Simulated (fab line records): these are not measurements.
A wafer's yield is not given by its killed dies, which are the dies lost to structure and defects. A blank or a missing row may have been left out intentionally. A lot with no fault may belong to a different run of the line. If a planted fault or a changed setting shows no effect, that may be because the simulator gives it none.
A lot that was struck, set against a sound lot	flow nand-harc	13 steps out of a route of 1159
Sound: wafers L716.4, L716.5, L716.6. Struck: wafers L727.1, L727.3, L727.6. The cause is named last.
Per side, at each step with rows, come the tool, then ch with its chambers, and then its first start. Under that, the readings that differ: sound wafers	struck wafers	difference of the means	sigmas: that difference in standard deviations of wafers without a fault.
alike: a reading whose means differ by less than 2 such deviations, as well as words and numbers matching on both sides. not compared: withheld readings; readings where some wafer has no value; bounds like >300 that might hide an equal value; numbers whose values overlap and for which the record gives no deviation.
A row with sigmas, a row that says differs or no value, or rows on one side alone: a step with any of these is where the two part. When numbers do not overlap yet have no deviation, they are printed without sigmas and do not part them. Lack of a reading on every wafer of one side parts them only where that side has two or more wafers.

NHARC_A_WL_FILL_ALD_02: deposits TiN, target thk 2 nm, pulse time 3 s, ald cycles 100.
  sound on ald-metal-03 ch 0,1,2, day 15 13:09; struck on ald-metal-02 ch 0,2, day 17 17:39
  alike: heater-power-outer-w, heater-power-w, precursor-pulse-height-rel
NHARC_A_WL_FILL_CVD_03: deposits W, target thk 40 nm, time 3302 s.
  sound on cvd-w-02 ch 0,1, day 16 01:46; struck on cvd-w-01 ch 1, day 17 18:31
  alike: heater-power-outer-w, heater-power-w, throttle-valve-pct
NHARC_A_WL_FILL_ETCHBACK_04: etches the open film in NF3, target depth 60 nm, time 120 s.
  sound on rie-metal-03 ch 0,1, day 16 04:14; struck on rie-metal-03 ch 0,1, day 17 21:20
  alike: chamber-pressure-mTorr, drypump-motor-current-A, oes-product-au
  not compared: rf-hours-counter-h
NHARC_A_WL_FILL_ETCHBACK_05: etches the open film in Cl2/BCl3, target depth 22 nm, time 60 s.
  sound on rie-metal-03 ch 0,1, day 16 04:25; struck on rie-metal-03 ch 0,1, day 17 21:35
  alike: chamber-pressure-mTorr, drypump-motor-current-A, oes-product-au
  not compared: rf-hours-counter-h
then, 6 steps without rows for these wafers: NHARC_A_WL_FILL_STRIP_27 (strips in N2/H2, time 20 s); NHARC_A_WL_FILL_STRIP_28 (strips in post etch residue remover, time 1200 s); NHARC_A_WL_FILL_PRECLEAN_06 (cleans in DIW, time 300 s); NHARC_A_WL_FILL_SRD_07; NHARC_A_WL_FILL_ANNEAL_08 (time 1800 s); NHARC_A_WL_FILL_ALD_10 (deposits SiO2, target thk 50 nm, pulse time 10 s, ald cycles 500).
NHARC_A_WL_FILL_ETCHBACK_16: etches the open film in C4F8/O2/Ar, target depth 88 nm, time 17.6 s.
  sound on rie-diel-12 ch 0,3, day 16 16:47; struck on rie-diel-07 ch 1,2,3, day 18 10:22
  no value came back on the struck wafers for bias-w (W), chamber-pressure-mTorr (mTorr), oes-product-au (a.u.), rf-vpp-V (V); on the sound wafers bias-w (W) reads 800.0 800.8 799.9
  not compared: rf-hours-counter-h
NHARC_A_WL_FILL_STRIP_29: strips in O2, time 20 s.
  sound on rie-diel-12 ch 0,1,3, day 16 16:53; struck on rie-diel-07 ch 0,1,2, day 18 10:26
  alike: chamber-pressure-mTorr, drypump-motor-current-A, oes-product-au, rf-vpp-V, showerhead-plenum-p-Torr, throttle-valve-pct
  not compared: rf-hours-counter-h
-- break in the record here, with 4 days between the starts of the struck wafers on either side (left off in module A_WL_FILL, picked up again in module END, where the first step shown is number 1159 on the route) --
NHARC_END_SORT_01:
  the record has rows for the struck wafers here (prober-01 ch 0, day 22 03:27) and none for the sound ones

== WHERE THEY PART ==
First at NHARC_A_WL_FILL_ETCHBACK_16; last, within this record, at NHARC_END_SORT_01.

WHY: the cause the simulator had injected
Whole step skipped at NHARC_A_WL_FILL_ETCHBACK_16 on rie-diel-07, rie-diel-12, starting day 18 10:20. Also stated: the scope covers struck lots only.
